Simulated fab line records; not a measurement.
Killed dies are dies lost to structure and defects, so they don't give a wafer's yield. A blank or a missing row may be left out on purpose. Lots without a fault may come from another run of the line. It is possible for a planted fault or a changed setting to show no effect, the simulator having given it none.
The tool behind it: which one? :: flow n5 finfet :: 10 lots, 28 wafers sampled, at 6 steps of a route of 1938

WHAT EACH GAUGE READ, for each wafer
N5_MOL_CONTACT_COAG_THK_MEAS_53. Usual: VIA_MOL_THK gives 43.8 nm (standard deviation 0.71).
lot: L833
measured: day 5 05:59
on: film metro-01
VIA_MOL_THK (nm): 43.9 43.8 44.4
flag: 

lot: L835
measured: day 5 17:32
on: film metro-02
VIA_MOL_THK (nm): 43.8 43.0 44.6
flag: 

lot: L837
measured: day 6 05:26
on: film metro-01
VIA_MOL_THK (nm): 42.8 43.2 44.4
flag: 

lot: L836
measured: day 6 06:02
on: film metro-01
VIA_MOL_THK (nm): 43.6 43.8
flag: 

lot: L839
measured: day 6 20:06
on: film metro-02
VIA_MOL_THK (nm): 43.6 43.8
flag: 

lot: L843
measured: day 7 14:45
on: film metro-02
VIA_MOL_THK (nm): 43.0 44.2 43.8
flag: 

lot: L846
measured: day 8 09:16
on: film metro-01
VIA_MOL_THK (nm): 44.0 44.4 29.8
flag: OFF

lot: L847
measured: day 9 01:23
on: film metro-01
VIA_MOL_THK (nm): 43.6 43.4 30.8
flag: OFF

lot: L855
measured: day 10 16:43
on: film metro-01
VIA_MOL_THK (nm): 43.9 45.3 44.9
flag: 

lot: L856
measured: day 11 04:47
on: film metro-02
VIA_MOL_THK (nm): 43.5 44.3 43.4
flag: 

N5_BEOL_M4_RC_MEAS_101. Usual: DIBL_N 36.0 mV/V, standard deviation 1.6; DIBL_P 35.8 mV/V, standard deviation 2; IOFF_N 0.152 nA/um, standard deviation 0.03; IOFF_P 0.20 nA/um, standard deviation 0.031; ION_N 670 uA/um, standard deviation 12; ION_P 459 uA/um, standard deviation 7.4; SS_N 71.5 mV/dec, standard deviation 0.56; SS_P 73.2 mV/dec, standard deviation 0.64; VT_N 251 mV, standard deviation 3.5; VT_P -252 mV, standard deviation 3.3.
lot: L833
measured: day 9 08:02
on: prober-02
DIBL_N (mV/V): 36.5 36.4 35.1
DIBL_P (mV/V): 36.9 36.1 35.6
IOFF_N (nA/um): 0.170 0.159 0.143
IOFF_P (nA/um): 0.23 0.22 0.22
ION_N (uA/um): 681 664 675
ION_P (uA/um): 467 457 469
SS_N (mV/dec): 72.2 72.2 72.0
SS_P (mV/dec): 73.9 73.9 73.2
VT_N (mV): 246 251 252
VT_P (mV): -247 -246 -246
flag: 

lot: L835
measured: day 9 13:56
on: prober-02
DIBL_N (mV/V): 37.0 35.3 35.9
DIBL_P (mV/V): 37.4 34.5 34.9
IOFF_N (nA/um): 0.162 0.136 0.135
IOFF_P (nA/um): 0.21 0.17 0.18
ION_N (uA/um): 683 675 659
ION_P (uA/um): 468 464 451
SS_N (mV/dec): 70.9 71.0 70.8
SS_P (mV/dec): 74.1 72.6 73.1
VT_N (mV): 248 249 252
VT_P (mV): -250 -253 -255
flag: 

lot: L837
measured: day 10 03:13
on: prober-01
DIBL_N (mV/V): 37.4 35.9 37.2
DIBL_P (mV/V): 36.7 35.6 37.0
IOFF_N (nA/um): 0.151 0.125 0.155
IOFF_P (nA/um): 0.20 0.18 0.20
ION_N (uA/um): 674 656 680
ION_P (uA/um): 461 455 463
SS_N (mV/dec): 71.8 71.3 72.1
SS_P (mV/dec): 73.6 73.2 73.6
VT_N (mV): 253 255 250
VT_P (mV): -252 -250 -253
flag: 

lot: L836
measured: day 9 22:49
on: prober-01
DIBL_N (mV/V): 36.7 35.8
DIBL_P (mV/V): 37.3 35.5
IOFF_N (nA/um): 0.176 0.165
IOFF_P (nA/um): 0.21 0.19
ION_N (uA/um): 670 667
ION_P (uA/um): 452 456
SS_N (mV/dec): 71.8 71.8
SS_P (mV/dec): 73.2 73.5
VT_N (mV): 251 247
VT_P (mV): -251 -254
flag: 

lot: L839
measured: day 10 23:28
on: prober-02
DIBL_N (mV/V): 36.8 34.7
DIBL_P (mV/V): 37.0 35.1
IOFF_N (nA/um): 0.170 0.134
IOFF_P (nA/um): 0.20 0.18
ION_N (uA/um): 665 667
ION_P (uA/um): 449 457
SS_N (mV/dec): 71.2 71.4
SS_P (mV/dec): 73.4 73.4
VT_N (mV): 247 253
VT_P (mV): -253 -252
flag: 

lot: L843
measured: day 11 12:44
on: prober-02
DIBL_N (mV/V): 35.8 35.1 36.3
DIBL_P (mV/V): 35.9 35.9 36.2
IOFF_N (nA/um): 0.134 0.132 0.141
IOFF_P (nA/um): 0.17 0.18 0.17
ION_N (uA/um): 677 669 662
ION_P (uA/um): 452 467 451
SS_N (mV/dec): 71.8 71.2 71.6
SS_P (mV/dec): 72.7 72.4 73.2
VT_N (mV): 252 252 253
VT_P (mV): -258 -256 -258
flag: 

lot: L846
measured: day 11 22:16
on: prober-02
DIBL_N (mV/V): 37.8 36.2 37.5
DIBL_P (mV/V): 39.2 37.3 38.8
IOFF_N (nA/um): 0.176 0.152 0.176
IOFF_P (nA/um): 0.22 0.19 0.21
ION_N (uA/um): 676 668 679
ION_P (uA/um): 456 456 458
SS_N (mV/dec): 71.8 71.5 72.1
SS_P (mV/dec): 73.7 73.2 73.5
VT_N (mV): 249 251 249
VT_P (mV): -252 -254 -252
flag: 

lot: L847
measured: day 12 21:17
on: prober-01
DIBL_N (mV/V): 34.8 37.0 37.5
DIBL_P (mV/V): 36.5 39.1 39.4
IOFF_N (nA/um): 0.157 0.203 0.224
IOFF_P (nA/um): 0.21 0.26 0.26
ION_N (uA/um): 672 695 686
ION_P (uA/um): 461 470 466
SS_N (mV/dec): 71.3 71.8 72.0
SS_P (mV/dec): 72.7 73.6 73.6
VT_N (mV): 249 245 243
VT_P (mV): -250 -246 -248
flag: 

lot: L855
measured: day 15 06:46
on: prober-01
DIBL_N (mV/V): 35.3 35.7 37.0
DIBL_P (mV/V): 36.1 36.1 37.1
IOFF_N (nA/um): 0.156 0.171 0.177
IOFF_P (nA/um): 0.23 0.22 0.23
ION_N (uA/um): 681 677 676
ION_P (uA/um): 467 468 465
SS_N (mV/dec): 71.0 71.2 71.9
SS_P (mV/dec): 73.7 74.0 74.4
VT_N (mV): 248 249 251
VT_P (mV): -249 -250 -250
flag: 

lot: L856
measured: day 15 11:20
on: prober-02
DIBL_N (mV/V): 34.3 31.8 33.2
DIBL_P (mV/V): 34.4 30.1 32.1
IOFF_N (nA/um): 0.129 0.087 0.113
IOFF_P (nA/um): 0.17 0.11 0.14
ION_N (uA/um): 655 632 658
ION_P (uA/um): 454 435 449
SS_N (mV/dec): 70.4 71.7 71.2
SS_P (mV/dec): 72.7 71.6 72.2
VT_N (mV): 250 259 255
VT_P (mV): -253 -261 -258
flag: 

WHAT TOOL EACH LOT RAN ON (gives the tool, then ch and the chambers of the sampled wafers, and finally the start)
lot: L833
N5_MOL_CONTACT_COAG_PECVD_31: pecvd-01 ch 0,2, day 5 01:41
N5_MOL_CONTACT_COAG_ETCH_67: rie diel-06 ch 1,2,3, day 5 04:45
N5_MOL_CONTACT_COAG_ETCHBACK_136: rie diel-06 ch 1,2,3, day 5 04:50
N5_BEOL_M0_SAQP_PECVD_00: pecvd-02 ch 1,2, day 5 09:23

lot: L835
N5_MOL_CONTACT_COAG_PECVD_31: pecvd-02 ch 1,2, day 5 13:49
N5_MOL_CONTACT_COAG_ETCH_67: rie diel-05 ch 1,2,3, day 5 16:19
N5_MOL_CONTACT_COAG_ETCHBACK_136: rie diel-05 ch 1,2,3, day 5 16:24
N5_BEOL_M0_SAQP_PECVD_00: pecvd-03 ch 0,1, day 5 21:42

lot: L837
N5_MOL_CONTACT_COAG_PECVD_31: pecvd-02 ch 0,1,2, day 6 01:32
N5_MOL_CONTACT_COAG_ETCH_67: rie diel-02 ch 0,2, day 6 04:13
N5_MOL_CONTACT_COAG_ETCHBACK_136: rie diel-02 ch 0,2, day 6 04:18
N5_BEOL_M0_SAQP_PECVD_00: pecvd-03 ch 0,2, day 6 08:50

lot: L836
N5_MOL_CONTACT_COAG_PECVD_31: pecvd-02 ch 0,2, day 6 02:11
N5_MOL_CONTACT_COAG_ETCH_67: rie diel-02 ch 1,2, day 6 04:33
N5_MOL_CONTACT_COAG_ETCHBACK_136: rie diel-02 ch 1,2, day 6 04:38
N5_BEOL_M0_SAQP_PECVD_00: pecvd-03 ch 1,2, day 6 11:50

lot: L839
N5_MOL_CONTACT_COAG_PECVD_31: pecvd-02 ch 1,2, day 6 15:50
N5_MOL_CONTACT_COAG_ETCH_67: rie diel-06 ch 1,2, day 6 18:55
N5_MOL_CONTACT_COAG_ETCHBACK_136: rie diel-06 ch 1,2, day 6 18:58
N5_BEOL_M0_SAQP_PECVD_00: pecvd-04 ch 1,2, day 6 23:31

lot: L843
N5_MOL_CONTACT_COAG_PECVD_31: pecvd-02 ch 0,2, day 7 11:17
N5_MOL_CONTACT_COAG_ETCH_67: rie diel-06 ch 0,1,2, day 7 13:32
N5_MOL_CONTACT_COAG_ETCHBACK_136: rie diel-06 ch 0,1,2, day 7 13:37
N5_BEOL_M0_SAQP_PECVD_00: pecvd-04 ch 0,1,2, day 7 20:57

lot: L846
N5_MOL_CONTACT_COAG_PECVD_31: pecvd-02 ch 0,1, day 8 05:47
N5_MOL_CONTACT_COAG_ETCH_67: rie diel-05 ch 0,1,3, day 8 08:03
N5_MOL_CONTACT_COAG_ETCHBACK_136: rie diel-05 ch 0,1,3, day 8 08:08
N5_BEOL_M0_SAQP_PECVD_00: pecvd-04 ch 1,2, day 8 12:39

lot: L847
N5_MOL_CONTACT_COAG_PECVD_31: pecvd-02 ch 0,1,2, day 8 21:53
N5_MOL_CONTACT_COAG_ETCH_67: rie diel-06 ch 0,3, day 9 00:10
N5_MOL_CONTACT_COAG_ETCHBACK_136: rie diel-06 ch 0,3, day 9 00:15
N5_BEOL_M0_SAQP_PECVD_00: pecvd-02 ch 0,1, day 9 04:46

lot: L855
N5_MOL_CONTACT_COAG_PECVD_31: pecvd-01 ch 0,1, day 10 12:46
N5_MOL_CONTACT_COAG_ETCH_67: rie diel-06 ch 0,1,3, day 10 15:21
N5_MOL_CONTACT_COAG_ETCHBACK_136: rie diel-06 ch 0,1,3, day 10 15:26
N5_BEOL_M0_SAQP_PECVD_00: pecvd-03 ch 0,1, day 10 20:06

lot: L856
N5_MOL_CONTACT_COAG_PECVD_31: pecvd-04 ch 0,1,2, day 11 01:14
N5_MOL_CONTACT_COAG_ETCH_67: rie diel-02 ch 2,3, day 11 03:34
N5_MOL_CONTACT_COAG_ETCHBACK_136: rie diel-02 ch 2,3, day 11 03:39
N5_BEOL_M0_SAQP_PECVD_00: pecvd-02 ch 1,2, day 11 08:11
- N5_MOL_CONTACT_COAG_PECVD_31: deposits SiO2 from TEOS/O2, target thk 46 nm, time 8.9 s.
- N5_MOL_CONTACT_COAG_ETCH_67: etches SOC in N2/H2, target depth 60 nm, overetch 21 nm, time 101.2 s.
- N5_MOL_CONTACT_COAG_ETCHBACK_136: etches SiO2 in CHF3, target depth 25 nm, time 16.7 s.
- N5_BEOL_M0_SAQP_PECVD_00: deposits SiCN from 3MS/NH3, target thk 8 nm, time 14 s.

AS READ BY THE TOOLS THEMSELVES (means over the sampled wafers that have a number; for cases with no such wafer, the mark the record gives instead)
N5_MOL_CONTACT_COAG_ETCH_67. Usual: drypump motor current A 5.8 A, standard deviation 0.42; oes product au 0.67 a.u., standard deviation 0.071; rf vpp V 524.7 V, standard deviation 1.6; showerhead plenum p Torr 2.57 Torr, standard deviation 0.055; temp c 39.98 C, standard deviation 0.11; throttle valve pct 17.79 %, standard deviation 0.16.
lot: L833
tool: rie diel-06
drypump motor current A (A): 5.9
oes product au (a.u.): 0.66
rf vpp V (V): 525.3
showerhead plenum p Torr (Torr): 2.56
temp c (C): 39.80
throttle valve pct (%): 17.72
flag: 

lot: L835
tool: rie diel-05
drypump motor current A (A): 5.4
oes product au (a.u.): 0.67
rf vpp V (V): 524.3
showerhead plenum p Torr (Torr): 2.56
temp c (C): 40.04
throttle valve pct (%): 17.85
flag: 

lot: L837
tool: rie diel-02
drypump motor current A (A): 5.4
oes product au (a.u.): 0.64
rf vpp V (V): 525.7
showerhead plenum p Torr (Torr): 2.60
temp c (C): 39.87
throttle valve pct (%): 17.95
flag: 

lot: L836
tool: rie diel-02
drypump motor current A (A): 5.3
oes product au (a.u.): 0.67
rf vpp V (V): 524.1
showerhead plenum p Torr (Torr): 2.55
temp c (C): 39.95
throttle valve pct (%): 17.78
flag: 

lot: L839
tool: rie diel-06
drypump motor current A (A): 6.0
oes product au (a.u.): 0.66
rf vpp V (V): 524.0
showerhead plenum p Torr (Torr): 2.57
temp c (C): 40.00
throttle valve pct (%): 17.75
flag: 

lot: L843
tool: rie diel-06
drypump motor current A (A): 5.9
oes product au (a.u.): 0.69
rf vpp V (V): 524.5
showerhead plenum p Torr (Torr): 2.57
temp c (C): 40.06
throttle valve pct (%): 17.77
flag: 

lot: L846
tool: rie diel-05
drypump motor current A (A): 5.6
oes product au (a.u.): 0.66
rf vpp V (V): 524.5
showerhead plenum p Torr (Torr): 2.55
temp c (C): 39.97
throttle valve pct (%): 17.93
flag: 

lot: L847
tool: rie diel-06
drypump motor current A (A): 5.8
oes product au (a.u.): 0.65
rf vpp V (V): 524.4
showerhead plenum p Torr (Torr): 2.53
temp c (C): 40.02
throttle valve pct (%): 17.78
flag: 

lot: L855
tool: rie diel-06
drypump motor current A (A): 5.8
oes product au (a.u.): 0.67
rf vpp V (V): 524.1
showerhead plenum p Torr (Torr): 2.56
temp c (C): 40.01
throttle valve pct (%): 17.78
flag: 

lot: L856
tool: rie diel-02
drypump motor current A (A): 6.2
oes product au (a.u.): 0.72
rf vpp V (V): 526.0
showerhead plenum p Torr (Torr): 2.64
temp c (C): 39.98
throttle valve pct (%): 17.57
flag: 

N5_MOL_CONTACT_COAG_ETCHBACK_136. Usual: drypump motor current A 5.8 A, standard deviation 0.42; oes product au 0.80 a.u., standard deviation 0.091; rf vpp V 523 V, standard deviation 11; showerhead plenum p Torr 2.40 Torr, standard deviation 0.042; throttle valve pct 18.70 %, standard deviation 0.18.
lot: L833
tool: rie diel-06
drypump motor current A (A): 6.0
oes product au (a.u.): 0.79
rf vpp V (V): 524
showerhead plenum p Torr (Torr): 2.39
throttle valve pct (%): 18.66
flag: 

lot: L835
tool: rie diel-05
drypump motor current A (A): 5.4
oes product au (a.u.): 0.81
rf vpp V (V): 519
showerhead plenum p Torr (Torr): 2.39
throttle valve pct (%): 18.70
flag: 

lot: L837
tool: rie diel-02
drypump motor current A (A): 5.4
oes product au (a.u.): 0.77
rf vpp V (V): 514
showerhead plenum p Torr (Torr): 2.43
throttle valve pct (%): 18.87
flag: 

lot: L836
tool: rie diel-02
drypump motor current A (A): 5.4
oes product au (a.u.): 0.80
rf vpp V (V): 515
showerhead plenum p Torr (Torr): 2.39
throttle valve pct (%): 18.70
flag: 

lot: L839
tool: rie diel-06
drypump motor current A (A): 6.0
oes product au (a.u.): 0.79
rf vpp V (V): 531
showerhead plenum p Torr (Torr): 2.40
throttle valve pct (%): 18.64
flag: 

lot: L843
tool: rie diel-06
drypump motor current A (A): 5.9
oes product au (a.u.): 0.82
rf vpp V (V): 531
showerhead plenum p Torr (Torr): 2.40
throttle valve pct (%): 18.64
flag: 

lot: L846
tool: rie diel-05
drypump motor current A (A): 5.7
oes product au (a.u.): 0.79
rf vpp V (V): 520
showerhead plenum p Torr (Torr): 2.38
throttle valve pct (%): 18.78
flag: 

lot: L847
tool: rie diel-06
drypump motor current A (A): 5.8
oes product au (a.u.): 0.79
rf vpp V (V): 517
showerhead plenum p Torr (Torr): 2.38
throttle valve pct (%): 18.72
flag: 

lot: L855
tool: rie diel-06
drypump motor current A (A): 5.8
oes product au (a.u.): 0.81
rf vpp V (V): 518
showerhead plenum p Torr (Torr): 2.39
throttle valve pct (%): 18.64
flag: 

lot: L856
tool: rie diel-02
drypump motor current A (A): 6.2
oes product au (a.u.): 0.86
rf vpp V (V): 521
showerhead plenum p Torr (Torr): 2.47
throttle valve pct (%): 18.58
flag: 

N5_BEOL_M0_SAQP_PECVD_00. Usual: showerhead plenum p Torr 3.665 Torr, standard deviation 0.011; throttle valve pct 9.2 %, standard deviation 0.49.
lot: L833
tool: pecvd-02
showerhead plenum p Torr (Torr): 3.659
throttle valve pct (%): 8.7
flag: 

lot: L835
tool: pecvd-03
showerhead plenum p Torr (Torr): 3.666
throttle valve pct (%): 9.6
flag: 

lot: L837
tool: pecvd-03
showerhead plenum p Torr (Torr): 3.669
throttle valve pct (%): 8.9
flag: 

lot: L836
tool: pecvd-03
showerhead plenum p Torr (Torr): 3.670
throttle valve pct (%): 9.4
flag: 

lot: L839
tool: pecvd-04
showerhead plenum p Torr (Torr): 3.660
throttle valve pct (%): 9.0
flag: 

lot: L843
tool: pecvd-04
showerhead plenum p Torr (Torr): 3.671
throttle valve pct (%): 9.2
flag: 

lot: L846
tool: pecvd-04
showerhead plenum p Torr (Torr): 3.656
throttle valve pct (%): 8.7
flag: 

lot: L847
tool: pecvd-02
showerhead plenum p Torr (Torr): 3.661
throttle valve pct (%): 9.4
flag: 

lot: L855
tool: pecvd-03
showerhead plenum p Torr (Torr): 3.672
throttle valve pct (%): 9.6
flag: 

lot: L856
tool: pecvd-02
showerhead plenum p Torr (Torr): 3.664
throttle valve pct (%): 8.7
flag: 

THE ANSWER, worked out from the rows above alone
Rule: take the mean of a lot's wafers that have a number; if it is more than 3 standard deviations from the usual mean, the lot is off. A lot without any number at a reading at which 4 lots or more have one is off too. Any other lot the step has rows for is counted as sound. The gauges are gone through in route order, then the tools' own readings, and for those a lot's mean is taken as printed above. The first step at which some lot is off is used, and at that step the reading that is off furthest; a lot without a number counts as furthest.
Off: L846, L847, at N5_MOL_CONTACT_COAG_THK_MEAS_53 (VIA_MOL_THK).
If a tool, at a process step before that reading, ran all the lots that are off and no sound lot after the first of them, it fits. Those tools and the gauges at N5_MOL_CONTACT_COAG_THK_MEAS_53 are tried in the same way. One fits: N5_MOL_CONTACT_COAG_PECVD_31 on pecvd-02. A fault onset in the window from L843 (day 7 11:17, its last sound lot) to L846 (day 8 05:47, its first lot off) fits.

WHAT WAS PUT IN BY THE SIMULATOR
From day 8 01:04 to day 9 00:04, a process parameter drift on pecvd-02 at N5_MOL_CONTACT_COAG_PECVD_31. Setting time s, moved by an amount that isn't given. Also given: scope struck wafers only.
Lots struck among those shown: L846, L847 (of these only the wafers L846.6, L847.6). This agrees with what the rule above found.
